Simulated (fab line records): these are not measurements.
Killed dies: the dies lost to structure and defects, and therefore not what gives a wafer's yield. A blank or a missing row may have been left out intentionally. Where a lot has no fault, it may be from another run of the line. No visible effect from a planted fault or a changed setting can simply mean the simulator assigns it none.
One fault seen from 2 desks	flow n5 finfet	each desk holds nothing but its own numbers, with what lay behind them at the end

== THE TOOL OWNER'S DESK: litho track-04 ==
The tool's own readings at N5_MOL_CONTACT_COAG_COAT_62 (time 60 s, resist thk 60 nm): means of the sampled wafers that have a number, for each lot that ran on this tool. The brackets show how far a lot's mean lies from the usual mean; more than 4 standard deviations puts the lot out of limits, marked OUT.
Columns: A = dispense pressure kPa at N5_MOL_CONTACT_COAG_COAT_62, usual 54 kPa; B = exhaust pa at N5_MOL_CONTACT_COAG_COAT_62, usual 45.1 Pa; C = heater power total W at N5_MOL_CONTACT_COAG_COAT_62, usual 500.6 W; D = spin speed rpm at N5_MOL_CONTACT_COAG_COAT_62, usual 1500.1 rpm
lot	first seen here	A	B	C	D
L790	day 5 16:16	48	45.2	499.0	1499.5
L792	day 6 02:15	48	44.3	499.6	1500.0
L800	day 8 07:44	48	45.0	502.0	1714.9 (+99 or more) OUT
L804	day 9 03:05	48	46.2	500.8	1716.4 (+99 or more) OUT
This desk's verdict: out of limits on L800, L804, starting with L800 at day 8 07:44 (spin speed rpm at N5_MOL_CONTACT_COAG_COAT_62). In limits: L790, L792.

== AT THE METROLOGY DESK ==
Means of the sampled wafers that have a number, per lot and without regard to the tool the lot ran on: this is what the gauges read. The brackets show how far a lot's mean lies from the usual mean; more than 4 standard deviations puts the lot out of limits, marked OUT. Of its 10 readings 7 are shown: those that lie furthest out on some lot.
Columns: A = DIBL_N at N5_BEOL_M4_RC_MEAS_101, usual 36.5 mV/V; B = DIBL_P at N5_BEOL_M4_RC_MEAS_101, usual 36.9 mV/V; C = IOFF_N at N5_BEOL_M4_RC_MEAS_101, usual 0.163 nA/um; D = ION_P at N5_BEOL_M4_RC_MEAS_101, usual 462 uA/um; E = SS_N at N5_BEOL_M4_RC_MEAS_101, usual 71.6 mV/dec; F = SS_P at N5_BEOL_M4_RC_MEAS_101, usual 73.4 mV/dec; G = VT_P at N5_BEOL_M4_RC_MEAS_101, usual -250 mV
lot	first seen here	A	B	C	D	E	F	G
L789	day 7 23:18	36.1	37.3	0.163	462	71.7	73.9	-247
L790	day 8 14:34	37.5	37.0	0.173	479	71.8	73.6	-245
L792	day 8 20:10	36.9	35.7	0.163	469	71.8	72.8	-243
L798	day 10 17:21	35.8	35.5	0.149	464	71.1	73.0	-248
L800	day 11 05:37	36.5	36.7	0.163	460	71.3	73.3	-251
L799	day 11 06:55	36.6	37.7	0.173	455	71.9	73.7	-252
L804	day 12 08:54	36.5	37.0	0.170	461	71.3	73.2	-249
L811	day 13 15:49	37.8	36.2	0.193	462	72.1	74.2	-246
L809	day 13 19:39	33.2	33.4	0.122	462	70.2	72.3	-253
This desk's verdict: no lot among the 9 shows anything out of limits.

== TAKEN TOGETHER ==
The tool owner's desk had the chance to raise an alarm at day 8 07:44 on L800, L804.
The metrology desk saw nothing out of limits.
The metrology desk holds a record of L800, L804, inside its limits.
The lots listed all ran N5_MOL_CONTACT_COAG_COAT_62 on litho track-04.

== WHAT THE SIMULATOR HAD INSERTED ==
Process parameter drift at N5_MOL_CONTACT_COAG_COAT_62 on litho track-04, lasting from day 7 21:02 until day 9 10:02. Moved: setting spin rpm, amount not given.
Struck lots among those shown: L800, L804.
Delay in hours, fault start to first out-of-limits reading, by desk: the tool owner's desk at 11.
